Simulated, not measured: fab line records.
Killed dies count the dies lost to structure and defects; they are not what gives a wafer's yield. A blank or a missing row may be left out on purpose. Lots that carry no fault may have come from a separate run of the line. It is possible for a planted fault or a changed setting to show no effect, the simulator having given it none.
Lot-split experiment :: flow n5-finfet :: 21 wafers read from 7 lots, route of 1938 steps

## THE SPLIT
At N5_BEOL_M12_CMP_49 (polishes, stops on SiOC, t overpolish 20.6 s, target thk 320 nm), the setting down-force-psi was moved away from the recipe's 1 psi on 4 of the 21 wafers read, by -18.8% to +11.0%. The other wafers ran this setting at the recipe's value.

The split's own step is where the reading is taken.

## THE READING
barrier-field-endpoint-s, in s, at N5_BEOL_M12_CMP_49 (polishes, stops on SiOC, t overpolish 20.6 s, target thk 320 nm). Typical for fault-free wafers on this fab line: 30.2 s, with standard deviation 0.91 s.

wafer: L074.4
tool, chamber at the split: cmp-01, 1
down-force-psi as run, psi: 1
against the recipe: recipe
barrier-field-endpoint-s, s: 29.6
against lot-mates on the recipe: -

wafer: L074.5
tool, chamber at the split: cmp-01, 0
down-force-psi as run, psi: 1
against the recipe: recipe
barrier-field-endpoint-s, s: 28.7
against lot-mates on the recipe: -

wafer: L074.6
tool, chamber at the split: cmp-01, 1
down-force-psi as run, psi: 0.8124
against the recipe: -18.8%
barrier-field-endpoint-s, s: 36.8
against lot-mates on the recipe: +7.6

wafer: L075.4
tool, chamber at the split: cmp-01, 2
down-force-psi as run, psi: 1
against the recipe: recipe
barrier-field-endpoint-s, s: 31.4
against lot-mates on the recipe: -

wafer: L075.2
tool, chamber at the split: cmp-01, 3
down-force-psi as run, psi: 1
against the recipe: recipe
barrier-field-endpoint-s, s: 30.7
against lot-mates on the recipe: -

wafer: L075.6
tool, chamber at the split: cmp-01, 2
down-force-psi as run, psi: 1
against the recipe: recipe
barrier-field-endpoint-s, s: 32.1
against lot-mates on the recipe: -

wafer: L078.2
tool, chamber at the split: cmp-02, 3
down-force-psi as run, psi: 1.11
against the recipe: +11.0%
barrier-field-endpoint-s, s: 26.8
against lot-mates on the recipe: -3.2

wafer: L078.3
tool, chamber at the split: cmp-02, 0
down-force-psi as run, psi: 1
against the recipe: recipe
barrier-field-endpoint-s, s: 30.5
against lot-mates on the recipe: -

wafer: L078.5
tool, chamber at the split: cmp-02, 1
down-force-psi as run, psi: 1
against the recipe: recipe
barrier-field-endpoint-s, s: 29.6
against lot-mates on the recipe: -

wafer: L080.4
tool, chamber at the split: cmp-02, 2
down-force-psi as run, psi: 1
against the recipe: recipe
barrier-field-endpoint-s, s: 31.5
against lot-mates on the recipe: -

wafer: L080.5
tool, chamber at the split: cmp-02, 1
down-force-psi as run, psi: 1
against the recipe: recipe
barrier-field-endpoint-s, s: 30.5
against lot-mates on the recipe: -

wafer: L080.6
tool, chamber at the split: cmp-02, 2
down-force-psi as run, psi: 1
against the recipe: recipe
barrier-field-endpoint-s, s: 31.4
against lot-mates on the recipe: -

wafer: L083.3
tool, chamber at the split: cmp-02, 2
down-force-psi as run, psi: 1
against the recipe: recipe
barrier-field-endpoint-s, s: 29.5
against lot-mates on the recipe: -

wafer: L083.4
tool, chamber at the split: cmp-02, 3
down-force-psi as run, psi: 0.889
against the recipe: -11.1%
barrier-field-endpoint-s, s: 33.1
against lot-mates on the recipe: +3.6

wafer: L083.2
tool, chamber at the split: cmp-02, 0
down-force-psi as run, psi: 0.889
against the recipe: -11.1%
barrier-field-endpoint-s, s: 34.4
against lot-mates on the recipe: +4.9

wafer: L085.2
tool, chamber at the split: cmp-01, 2
down-force-psi as run, psi: 1
against the recipe: recipe
barrier-field-endpoint-s, s: 31.2
against lot-mates on the recipe: -

wafer: L085.3
tool, chamber at the split: cmp-01, 0
down-force-psi as run, psi: 1
against the recipe: recipe
barrier-field-endpoint-s, s: 31.0
against lot-mates on the recipe: -

wafer: L085.4
tool, chamber at the split: cmp-01, 1
down-force-psi as run, psi: 1
against the recipe: recipe
barrier-field-endpoint-s, s: 29.8
against lot-mates on the recipe: -

wafer: L086.3
tool, chamber at the split: cmp-02, 1
down-force-psi as run, psi: 1
against the recipe: recipe
barrier-field-endpoint-s, s: 29.9
against lot-mates on the recipe: -

wafer: L086.6
tool, chamber at the split: cmp-02, 1
down-force-psi as run, psi: 1
against the recipe: recipe
barrier-field-endpoint-s, s: 29.3
against lot-mates on the recipe: -

wafer: L086.5
tool, chamber at the split: cmp-02, 2
down-force-psi as run, psi: 1
against the recipe: recipe
barrier-field-endpoint-s, s: 30.4
against lot-mates on the recipe: -

THE FIT
A straight line over all 21 wafers: barrier-field-endpoint-s changes by -0.325 s for each +1% of down-force-psi; r = -0.91; the points scatter about the line by 0.89 s.
The same after taking each lot's own level away (the mean of its wafers on the recipe; 21 wafers): -0.377 s for each +1%; r = -0.97; scatter 0.56 s.
That fit puts the effect of the largest move of down-force-psi on the reading at 7.1 s.
Measured against the standard deviation above, the lots' own levels, which go from 29.15 to 31.40 s, span 2.5 times it.
So the slope is not independent of the lot-to-lot level: the two fits are not the same.
Check: with one of the wafers moved furthest among these (-18.8%) left out of the fit, the line predicts +6.67 s for it against its lot-mates. It came out at +7.65 s against them.
Tool readings at the split's step, against how far the setting was moved: barrier-field-endpoint-s r = -0.91.

## THE OTHER SPLITS THESE WAFERS WENT THROUGH
Before the reading, these wafers also passed through other splits. Each is held against what the fit with the lots' levels taken away leaves over:
other split on the same wafers: N5_BEOL_M11_COAT_22 spin-rpm
wafers away from the commonest value: 4
r with barrier-field-endpoint-s (lot level and that fit taken away): -0.28

other split on the same wafers: N5_BEOL_M11_TRENCH_ETCH_37 time-s
wafers away from the commonest value: 6
r with barrier-field-endpoint-s (lot level and that fit taken away): +0.21

other split on the same wafers: N5_BEOL_M11_CURE_72 time-s
wafers away from the commonest value: 12
r with barrier-field-endpoint-s (lot level and that fit taken away): +0.00

## FILE'S OWN FIT
barrier-field-endpoint-s changes by -0.383 s for each +1% of down-force-psi, r = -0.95.
